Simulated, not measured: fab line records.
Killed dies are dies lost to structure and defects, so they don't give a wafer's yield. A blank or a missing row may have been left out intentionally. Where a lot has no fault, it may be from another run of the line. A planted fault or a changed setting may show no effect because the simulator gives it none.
Chamber matching    flow nand-harc    4 sister chambers for NHARC_P_M1_DESCUM_14 on rie-diel-13
The step chemistry O2, time 3 s. 16 wafers are shown with their chamber, then 8 later ones without.

EACH WAFER AND ITS CHAMBER
wafer   chamber  drypump-motor-current-A (A)  oes-product-au (a.u.)  rf-vpp-V (V)
L228.2  2        5.4                          0.985                  57.7
L228.5  1        6.3                          0.976                  58.3
L228.6  2        5.4                          1.001                  57.2
L230.3  3        6.2                          0.996                  58.1
L230.4  1        6.4                          1.000                  57.4
L230.5  2        5.4                          1.016                  56.9
L232.1  1        6.3                          0.989                  57.6
L232.3  3        6.3                          0.992                  58.3
L232.4  0        5.4                          1.006                  58.5
L233.2  3        6.2                          0.992                  57.9
L233.3  0        5.4                          1.022                  57.4
L233.5  1        6.4                          1.005                  57.3
L236.4  0        5.4                          1.008                  57.6
L236.5  3        6.3                          0.993                  59.8
L236.6  0        5.4                          1.005                  56.9
L237.2  0        5.4                          1.021                  58.0

SIGNATURES, as means of the wafers listed above
reading                  chamber 0  chamber 1  chamber 2  chamber 3  scatter within a chamber
drypump-motor-current-A  5.400      6.350      5.400      6.250      0.0408
oes-product-au           1.01240    0.99250    1.00067    0.99325    0.0103
rf-vpp-V                 57.680     57.650     57.267     58.525     0.623
Rule: for each reading, subtract the chamber's mean from the wafer's reading, divide by that reading's scatter and square the result; add these up over the readings and take the root, which gives the wafer's distance from the chamber. The wafer belongs to the nearest chamber; if the next one is less than 2 further off, it can't be placed. How the scatter is found: for the shown wafers, subtract from each reading the mean of its chamber, square and add these, divide the total by (wafers less chambers), then take the root.

WAFERS WITHOUT THEIR CHAMBER
wafer   drypump-motor-current-A (A)  oes-product-au (a.u.)  rf-vpp-V (V)
L237.4  5.5                          0.998                  56.3
L237.5  6.3                          1.001                  58.4
L240.2  6.3                          0.993                  58.4
L240.5  5.4                          0.998                  57.6
L240.6  6.4                          0.995                  59.2
L243.2  6.3                          1.002                  58.2
L243.4  5.4                          1.012                  58.5
L243.6  6.3                          1.001                  58.3

THE CHAMBER EACH PASSED THROUGH
wafer   from the rows above      in truth
L237.4  can't be placed: 2 or 0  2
L237.5  can't be placed: 3 or 1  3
L240.2  can't be placed: 3 or 1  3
L240.5  can't be placed: 2 or 0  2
L240.6  can't be placed: 1 or 3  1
L243.2  can't be placed: 3 or 1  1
L243.4  can't be placed: 0 or 2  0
L243.6  can't be placed: 3 or 1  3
Correct placement for 0 of the 8. Not placeable from these rows: 8 (in 8, the candidates include the true chamber). Wrongly placed: 0.
